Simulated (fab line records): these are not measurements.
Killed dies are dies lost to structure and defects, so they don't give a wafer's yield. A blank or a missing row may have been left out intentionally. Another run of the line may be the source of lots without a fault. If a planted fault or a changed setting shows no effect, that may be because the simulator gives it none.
fab line records | flow n5-finfet
[record] lots = 7 wafers = 18 last-day = 18
route steps=1938 shown FIN_CUT@165 BEOL_M4@1111
lots that met no fault: taken from a fault-free run of the same line
start-h: hours from the record's first day to the start of the lot's first wafer shown | wait-h: hours since the lot's step before | " identical to the entry in the row above | L1.1+2: a single row standing in for several wafers | - no value, or no start was given | * or withheld: withheld | < > ~ a bound
route shown NAME@n: names a module that has steps shown in the file, with the first one's number in the route | usual: the fault-free wafers' mean and standard deviation | same: alike in all rows | chamber/n: place in a boat | sites: readings site by site | _std_site: standard deviation across them | _edge_site: outer sites' mean less inner sites' | radius-mm: how far each site lies from the wafer's centre | mask NAME#n: copy n | behind: the last tool/chamber to shape the wafer | hold: why the lot went on hold/how many hours it stayed there/how the hold came to an end | device: whichever transistor did not switch (one of n, p or np) | end of line: at the end of the route, the tests of the same wafers | a step without rows: its recipe alone | killed: dies lost to structure and defects at the first sort, not the wafer's yield | map: shows each die of a wafer: x if killed, . if not, _ if none is there
set.NAME: the run value of the setting; set.NAME@STEP: its run value at that earlier step | model.NAME: the simulator's own value behind a step, which no gauge read
a table for each step, a row for each wafer; lots at some steps of the route
services: the hour from which a tool's chamber was out of use, counted from the record's first day as start-h (under 0 if before that day), plus the number of hours and why
[[steps]]
[step N5_FIN_CUT_INSPECT_10]
[recipe] mode = adi inspect-instrument = brightfield
[usual] raw-defect-count = 41/12
// columns lot.wafer tool chamber start-h wait-h raw-defect-count
L844.1 defect-inspect-02 - 45.03 0.1 28
L844.4 " - " " 17
L844.5 " - " " 64
L846.1 defect-inspect-02 - 56.85 0.1 35
L846.2 " - " " 40
L846.5 " - " " 48
L849.3 defect-inspect-01 - 75.21 0.0 34
L849.5 " - " " 26
L853.2 defect-inspect-02 - 105.15 0.0 28
L853.3 " - " " 36
L854.3 defect-inspect-01 - 107.31 0.0 41
L854.4 " - " " 47
L860.1 defect-inspect-02 - 140.54 0.1 44
L860.2 " - " " 81
L860.4 " - " " 50
L862.1 defect-inspect-02 - 152.04 0.1 33
L862.3 " - " " 36
L862.4 " - " " 58
[step N5_FIN_CUT_DESCUM_13]
[recipe] chemistry = O2 time-s = 7 source-power-w = 50 bias-power-w = 20 pressure-mtorr = 20 rf-frequency-hz = 2.712e+07 temp-c = 40 resist = CAR-EUV o2-flow-sccm = 225
[usual] drypump-motor-current-A = 5.51/0.3 o2-flow-sccm = 224.9/0.64 oes-product-au = 0.79/0.078 rf-vpp-V = 243.1/1.4 showerhead-plenum-p-Torr = 2.09/0.074 throttle-valve-pct = 20.37/0.27
// columns lot.wafer tool chamber start-h wait-h drypump-motor-current-A o2-flow-sccm oes-product-au rf-hours-counter-h rf-vpp-V showerhead-plenum-p-Torr throttle-valve-pct
L844.1 rie-diel-01 3 45.07 0.0 5.66 224.7 0.80 89 244.0 2.02 20.00
L844.4 " 2 " " 5.70 224.5 0.75 171 243.3 2.09 20.51
L844.5 " 3 " " 5.66 225.4 0.81 - 241.4 2.03 20.00
L846.1 rie-diel-06 3 56.88 0.0 5.07 226.0 0.75 173 242.3 2.00 20.37
L846.2 " 1 " " 5.99 224.4 0.67 244 243.2 2.15 20.41
L846.5 " 1 " " 6.00 223.4 0.67 - 242.4 2.15 20.42
L849.3 rie-diel-03 3 75.35 0.1 5.69 224.2 0.73 193 242.1 2.08 20.68
L849.5 " 3 " " 5.70 224.7 0.73 - 242.6 2.08 20.67
L853.2 rie-diel-06 2 105.26 0.1 5.94 224.9 0.81 84 245.8 2.20 20.09
L853.3 " 0 " " 5.45 226.4 0.93 30 243.7 2.14 20.09
L854.3 rie-diel-03 3 107.34 0.0 5.71 225.9 0.72 201 241.9 2.08 20.71
L854.4 " 1 " " 5.22 224.7 0.80 113 241.5 1.93 20.10
L860.1 rie-diel-03 2 140.58 0.0 5.27 224.4 0.75 158 243.0 2.09 20.89
L860.2 " 0 " " 5.56 225.1 0.74 187 243.9 2.08 20.24
L860.4 " 1 " " 5.20 225.3 0.79 124 240.6 1.93 20.12
L862.1 rie-diel-06 1 152.08 0.0 5.97 225.3 0.92 20 243.0 2.14 20.11
L862.3 " 0 " " 5.47 225.8 0.89 45 244.8 2.14 20.11
L862.4 " 0 " " 5.47 225.8 0.89 - 244.1 2.14 20.11
[step N5_FIN_CUT_ETCH_30]
[recipe] chemistry = N2/H2 target = underlayer target-depth-a = 130 mask-material = CAR-EUV time-s = 10.4 ion-energy-ev = 200 pressure-mtorr = 30 source-w = 840 bias-w = 150 n2-flow-sccm = 200 h2-flow-sccm = 200 ends = cleared
[step N5_FIN_CUT_ETCH_20]
[recipe] chemistry = CF4 target = SiARC target-depth-a = 260 mask-material = CAR-EUV time-s = 43.3 ion-energy-ev = 80 pressure-mtorr = 40 source-w = 545 bias-w = 36 Ar_flow_sccm = 100 cf4-flow-sccm = 100 ends = cleared
[usual] drypump-motor-current-A = 5.51/0.3 etch-rf-on-time-s = 43.1/0.66 oes-product-au = 0.67/0.066 rf-vpp-V = 184.1/1.2 showerhead-plenum-p-Torr = 2.14/0.069 throttle-valve-pct = 15.56/0.26
// columns lot.wafer tool chamber start-h wait-h drypump-motor-current-A etch-rf-on-time-s oes-product-au rf-hours-counter-h rf-vpp-V showerhead-plenum-p-Torr throttle-valve-pct
L844.1 rie-diel-01 3 45.12 0.0 5.64 42.7 0.69 89 182.6 2.09 15.27
L844.4 " 2 " " 5.66 43.4 0.63 171 185.9 2.13 15.72
L844.5 " 3 " " 5.67 42.0 0.69 - 182.7 2.09 15.27
L846.1 rie-diel-06 3 56.94 0.0 5.06 44.2 0.63 173 181.5 2.05 15.56
L846.2 " 1 " " 5.98 44.0 0.57 244 184.8 2.19 15.69
L846.5 " 1 " " 5.97 43.9 0.57 - 183.5 2.19 15.67
L849.3 rie-diel-03 3 75.40 0.0 5.70 43.7 0.62 193 184.7 2.13 15.85
L849.5 " 3 " " 5.71 44.1 0.62 - 184.5 2.13 15.83
L853.2 rie-diel-06 2 105.31 0.0 5.97 42.6 0.70 84 185.2 2.25 15.27
L853.3 " 0 " " 5.46 42.0 0.79 30 185.8 2.18 15.21
L854.3 rie-diel-03 3 107.40 0.0 5.70 42.8 0.61 201 185.0 2.12 15.86
L854.4 " 1 " " 5.22 43.4 0.68 113 182.3 1.99 15.35
L860.1 rie-diel-03 2 140.64 0.0 5.29 42.9 0.64 159 183.2 2.14 16.06
L860.2 " 0 " " 5.56 43.0 0.63 187 183.9 2.13 15.52
L860.4 " 1 " " 5.22 43.2 0.67 124 182.9 1.99 15.37
L862.1 rie-diel-06 1 152.13 0.0 5.96 42.5 0.79 20 183.9 2.19 15.27
L862.3 " 0 " " 5.44 42.8 0.76 45 184.8 2.18 15.27
L862.4 " 0 " " 5.47 42.9 0.76 - 185.3 2.18 15.25
[step N5_FIN_CUT_ETCH_21]
[recipe] chemistry = N2/H2 target = SOC target-depth-a = 2190 overetch-a = 438 mask-material = SiARC temp-c = 40 ion-energy-ev = 100 bias-w = 61 time-s = 523.5 pressure-mtorr = 30 source-w = 850 n2-flow-sccm = 200 h2-flow-sccm = 200
[step N5_FIN_CUT_STRIP_23]
[recipe] chemistry = N2/H2 temp-c = 40 n2-flow-sccm = 200 h2-flow-sccm = 200 rf-frequency-hz = 6e+07
[step N5_FIN_CUT_STRIP_31]
[recipe] chemistry = N2/H2 temp-c = 40 n2-flow-sccm = 200 h2-flow-sccm = 200 rf-frequency-hz = 6e+07
[step N5_FIN_CUT_STRIP_24]
[recipe] chemistry = CF4 resist = SiARC power-w = 300 bias-power-w = 75 pressure-mtorr = 50 cf4-flow-sccm = 150 rf-frequency-hz = 6e+07
[step N5_FIN_CUT_CUT_ETCH_26]
[recipe] chemistry = CH3F/O2 target = SiNx target-depth-a = 390 mask-material = SOC time-s = 55.7 pressure-mtorr = 30 source-w = 395 bias-w = 73 Ar_flow_sccm = 150 CH3F_flow_sccm = 30 O2_flow_sccm = 20 ion-energy-ev = 120
[step N5_FIN_CUT_CUT_ETCH_27]
[recipe] chemistry = CHF3/O2 target = SiO2 target-depth-a = 40 mask-material = SOC overetch-a = 20 time-s = 4.9 pressure-mtorr = 30 source-w = 650 bias-w = 170 Ar_flow_sccm = 200 CHF3_flow_sccm = 50 O2_flow_sccm = 5 ion-energy-ev = 200
[usual] drypump-motor-current-A = 5.51/0.3 oes-product-au = 0.62/0.055 rf-vpp-V = 526/5 showerhead-plenum-p-Torr = 2.41/0.077 throttle-valve-pct = 18.78/0.26
// columns lot.wafer tool chamber start-h wait-h drypump-motor-current-A oes-product-au rf-hours-counter-h rf-vpp-V showerhead-plenum-p-Torr throttle-valve-pct
L844.1 rie-diel-01 3 45.55 0.0 5.65 0.63 90 523 2.35 18.49
L844.4 " 2 " " 5.68 0.59 171 529 2.40 18.93
L844.5 " 3 " " 5.68 0.63 - 521 2.35 18.49
L846.1 rie-diel-06 3 57.36 0.0 5.06 0.59 173 527 2.30 18.74
L846.2 " 1 " " 5.99 0.53 244 525 2.47 18.89
L846.5 " 1 " " 5.95 0.54 - 527 2.47 18.88
L849.3 rie-diel-03 3 75.83 0.0 5.71 0.57 193 525 2.39 19.04
L849.5 " 3 " " 5.72 0.57 - 526 2.39 19.02
L853.2 rie-diel-06 2 105.74 0.0 5.97 0.65 85 530 2.52 18.48
L853.3 " 0 " " 5.47 0.71 30 532 2.45 18.46
L854.3 rie-diel-03 3 107.82 0.0 5.70 0.57 201 525 2.38 19.03
L854.4 " 1 " " 5.22 0.63 113 519 2.25 18.59
L860.1 rie-diel-03 2 141.06 0.0 5.29 0.59 159 530 2.42 19.35
L860.2 " 0 " " 5.59 0.59 187 513 2.40 18.70
L860.4 " 1 " " 5.23 0.62 124 520 2.24 18.59
L862.1 rie-diel-06 1 152.56 0.0 5.97 0.71 20 524 2.46 18.53
L862.3 " 0 " " 5.43 0.69 45 531 2.45 18.48
L862.4 " 0 " " 5.46 0.69 - 531 2.45 18.48
[step N5_FIN_CUT_PRECLEAN_35]
[recipe] time-s = 13.3 temp-c = 45 pressure-torr = 125 p-hf-torr = 3 p-coreactant-torr = 25 chemistry = vHF
[step N5_FIN_CUT_CUT_ETCH_15]
[recipe] chemistry = HBr/Cl2/O2 target = Si target-depth-a = 1000 bt-time-s = 10 mask-material = SOC time-s = 42.4 ion-energy-ev = * bias-w = * pressure-mtorr = 10 icp-w = 800 HBr_flow_sccm = 150 Cl2_flow_sccm = 80 O2_flow_sccm = 12
[usual] drypump-motor-current-A = 5.6/0.58 oes-product-au = 0.998/0.018 throttle-valve-pct = 37.2/0.31
// columns lot.wafer tool chamber start-h wait-h drypump-motor-current-A oes-product-au rf-hours-counter-h throttle-valve-pct
L844.1 rie-si-03 1 45.70 0.1 5.8 0.980 28 36.7
L844.4 " 0 " " 5.0 0.996 42 36.9
L844.5 " 2 " " 6.2 1.021 - 37.5
L846.1 rie-si-04 3 57.51 0.1 5.0 0.989 203 37.3
L846.2 " 1 " " 6.5 1.024 6 37.4
L846.5 " 1 " " 6.5 1.028 - 37.4
L849.3 rie-si-03 1 75.98 0.0 5.8 0.976 29 36.7
L849.5 " 1 " " 5.8 0.981 - 36.7
L853.2 rie-si-03 3 105.89 0.1 5.8 0.998 157 37.3
L853.3 " 2 " " 6.2 1.030 127 37.5
L854.3 rie-si-03 1 107.97 0.0 5.8 0.975 29 36.7
L854.4 " 3 " " 5.9 0.998 157 37.3
L860.1 rie-si-04 2 141.21 0.1 5.2 1.003 150 37.1
L860.2 " 0 " " 6.3 0.988 2 36.8
L860.4 " 3 " " 5.1 0.990 1 37.0
L862.1 rie-si-04 2 152.72 0.1 5.1 1.007 150 37.1
L862.3 " 0 " " 6.3 0.988 2 36.8
L862.4 " 1 " " 6.5 1.021 8 37.4
[step N5_FIN_CUT_CUT_ETCH_28]
[recipe] chemistry = HBr/Cl2/O2 target = Si target-depth-a = 60 mask-material = SOC time-s = 2.4 ion-energy-ev = * bias-w = * pressure-mtorr = 10 icp-w = 800 HBr_flow_sccm = 150 Cl2_flow_sccm = 80 O2_flow_sccm = 12
[usual] drypump-motor-current-A = 5.6/0.59 oes-product-au = 0.999/0.017 throttle-valve-pct = 37.2/0.31
// columns lot.wafer tool chamber start-h wait-h drypump-motor-current-A oes-product-au rf-hours-counter-h throttle-valve-pct model.etch.depth-nm
L844.1 rie-si-03 1 45.75 0.0 5.8 0.978 28 36.7 5.94
L844.4 " 0 " " 5.0 0.989 42 36.9 5.932
L844.5 " 2 " " 6.2 1.033 - 37.5 5.996
L846.1 rie-si-04 3 57.57 0.0 5.0 0.982 203 37.3 6.028
L846.2 " 1 " " 6.5 1.018 6 37.4 5.92
L846.5 " 1 " " 6.6 1.025 - 37.4 5.9
L849.3 rie-si-03 1 76.03 0.0 5.8 0.968 29 36.7 5.061
L849.5 " 1 " " 5.8 0.961 - 36.7 5.081
L853.2 rie-si-03 3 105.94 0.0 5.9 1.007 157 37.3 6.075
L853.3 " 2 " " 6.2 1.019 127 37.5 5.175
L854.3 rie-si-03 1 108.03 0.0 5.8 0.967 29 36.7 5.077
L854.4 " 3 " " 5.8 1.002 157 37.3 6.154
L860.1 rie-si-04 2 141.27 0.0 5.1 1.007 150 37.1 6.121
L860.2 " 0 " " 6.3 0.982 2 36.8 6.027
L860.4 " 3 " " 5.0 0.993 1 37.0 6.042
L862.1 rie-si-04 2 152.77 0.0 5.1 1.012 150 37.1 6.064
L862.3 " 0 " " 6.3 0.984 2 36.8 6.026
L862.4 " 1 " " 6.6 1.024 8 37.5 5.973
[step N5_FIN_CUT_STRIP_22]
[recipe] chemistry = N2/H2 power-w = 500 temp-c = 40 pressure-mtorr = 50 rf-frequency-hz = 6e+07 overash-fraction = 0.3 bias-power-w = 8 h2-frac = 0.5 n2-flow-sccm = 300 h2-flow-sccm = 300
[usual] drypump-motor-current-A = 5.53/0.3 oes-product-au = 0.80/0.075 power-w = 499.8/1.5 rf-vpp-V = 54.0/2.3 showerhead-plenum-p-Torr = 3.36/0.12 throttle-valve-pct = 18.9/0.33
// columns lot.wafer tool chamber start-h wait-h drypump-motor-current-A oes-product-au power-w rf-hours-counter-h rf-vpp-V showerhead-plenum-p-Torr throttle-valve-pct
L844.1 rie-diel-01 3 45.82 0.0 5.66 0.79 499.6 90 53.3 3.27 19.0
L844.4 " 1 " " 5.60 0.74 497.8 172 52.7 3.49 18.9
L844.5 " 2 " " 5.67 0.76 499.7 - 51.9 3.35 19.1
L846.1 rie-diel-01 3 57.63 0.0 5.67 0.79 502.5 92 54.7 3.27 19.1
L846.2 " 2 " " 5.71 0.76 502.6 174 53.8 3.35 19.1
L846.5 " 3 " " 5.68 0.80 502.3 - 50.5 3.27 19.0
L849.3 rie-diel-01 0 76.20 0.1 5.07 0.88 500.1 45 53.0 3.41 18.8
L849.5 " 2 " " 5.71 0.74 500.7 - 55.2 3.35 19.2
L853.2 rie-diel-03 1 106.01 0.0 5.22 0.80 497.7 113 51.9 3.11 18.4
L853.3 " 0 " " 5.61 0.73 499.3 183 51.9 3.33 18.4
L854.3 rie-diel-06 0 108.09 0.0 5.48 0.92 498.6 31 55.7 3.42 18.5
L854.4 " 2 " " 5.94 0.81 501.7 86 54.4 3.54 19.3
L860.1 rie-diel-01 0 141.33 0.0 5.09 0.84 500.3 63 52.3 3.40 18.8
L860.2 " 2 " " 5.66 0.72 501.2 200 52.2 3.34 19.2
L860.4 " 1 " " 5.59 0.72 499.8 199 53.2 3.48 19.1
L862.1 rie-diel-06 2 152.84 0.0 5.93 0.79 502.4 98 53.3 3.53 19.3
L862.3 " 1 " " 5.97 0.94 499.8 20 49.4 3.43 19.0
L862.4 " 0 " " 5.53 0.88 499.5 45 54.4 3.41 18.5
[step N5_BEOL_M4_RC_MEAS_101]
[usual] DIBL_N = 35.9/1.3 DIBL_P = 35.9/1.5 IOFF_N = 0.152/0.023 IOFF_P = 0.204/0.027 ION_N = 673/9.2 ION_P = 462/6.7 SS_N = 71.4/0.48 SS_P = 73.2/0.55 VT_N = 250.3/2.6 VT_P = -250.6/3
// columns lot.wafer tool chamber start-h wait-h DIBL_N[mV/V] DIBL_P[mV/V] IOFF_N[nA/um] IOFF_P[nA/um] ION_N[uA/um] ION_P[uA/um] SS_N[mV/dec] SS_P[mV/dec] VT_N[mV] VT_P[mV]
L846.1 prober-01 0 208.44 0.0 33.9 33.4 0.111 0.167 667 465 70.2 72.2 252.3 -254.0
L846.2 " 0 " " 35.6 35.4 0.142 0.194 664 458 71.1 73.6 251.6 -250.2
L846.5 " 0 " " 36.7 37.1 0.156 0.220 678 470 71.8 73.6 248.0 -251.2
L844.1 prober-02 0 210.24 0.0 35.9 36.7 0.157 0.184 676 454 70.9 73.6 250.0 -255.3
L844.4 " 0 " " 35.6 36.1 0.153 0.183 677 455 71.4 73.0 249.8 -253.7
L844.5 " 0 " " 34.1 34.7 0.131 0.165 657 451 70.7 73.4 253.1 -255.4
L849.3 prober-01 0 238.70 0.3 36.8 36.9 0.177 0.224 676 468 72.1 73.9 248.5 -247.6
L849.5 " 0 " " 35.4 35.3 0.148 0.201 682 468 71.0 73.1 249.0 -251.6
L853.2 prober-01 0 249.32 0.2 33.1 32.3 0.133 0.194 660 466 71.9 73.0 252.7 -250.9
L853.3 " 0 " " 34.5 33.5 0.151 0.209 674 466 71.0 74.4 249.7 -248.4
L854.3 prober-02 0 275.19 0.3 35.6 33.3 0.134 0.215 659 466 71.0 72.8 252.2 -245.3
L854.4 " 0 " " 36.3 33.2 0.138 0.212 673 469 71.9 72.6 252.2 -245.2
L860.1 prober-01 0 305.26 0.0 35.4 35.3 0.154 0.214 675 465 71.7 73.1 248.0 -249.2
L860.2 " 0 " " 36.3 36.9 0.172 0.224 682 472 72.2 73.2 248.7 -248.2
L860.4 " 0 " " 35.1 35.6 0.152 0.211 676 466 71.2 73.2 249.4 -248.7
L862.1 prober-02 0 313.43 0.0 34.7 35.3 0.125 0.155 659 449 71.1 73.1 254.6 -258.7
L862.3 " 0 " " 33.6 34.2 0.110 0.139 651 442 71.5 73.1 257.0 -256.1
L862.4 " 0 " " 35.3 36.8 0.139 0.175 659 454 70.8 73.2 252.8 -252.4
[[services]]
// columns tool chamber start-h hours kind
rie-si-04 0 51.03 - clean
rie-si-04 0 51.03 14.5 scheduled-down
rie-si-04 0 51.03 14.5 vent-cycle
rie-si-04 3 65.56 - clean
rie-si-04 3 65.56 19.6 scheduled-down
rie-si-04 3 65.56 19.6 vent-cycle
rie-diel-06 1 71.11 - clean
rie-diel-06 1 71.11 - consumable-replace:focus-ring
rie-diel-06 1 71.11 17.6 scheduled-down
rie-diel-06 1 71.11 17.6 vent-cycle
rie-diel-03 3 91.98 1.4 repair
rie-diel-03 - 110.52 4.3 pm
rie-diel-03 0 122.22 3.0 repair
rie-diel-03 0 125.87 9.6 repair
rie-si-04 2 129.46 6.7 repair
rie-diel-01 0 135.30 1.6 repair
rie-diel-06 2 146.56 6.0 repair
rie-diel-03 2 152.31 9.3 repair
[[key]]
first-sign none at tools or gauges
[model-effect] step = N5_FIN_CUT_CUT_ETCH_28 value = etch.depth-nm without = 5.957 struck = 5.099
met-at N5_FIN_CUT_CUT_ETCH_28
struck-wafers L849.3,L849.5,L853.3,L854.3
onset-between 45.75 76.03
[fault] kind = process-parameter-drift tool = rie-si-03 chamber = - onset-h = 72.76 steps = N5_FIN_CUT_CUT_ETCH_28 channel = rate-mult offset = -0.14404 shape = step end-h = 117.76 scope = struck-wafers-only
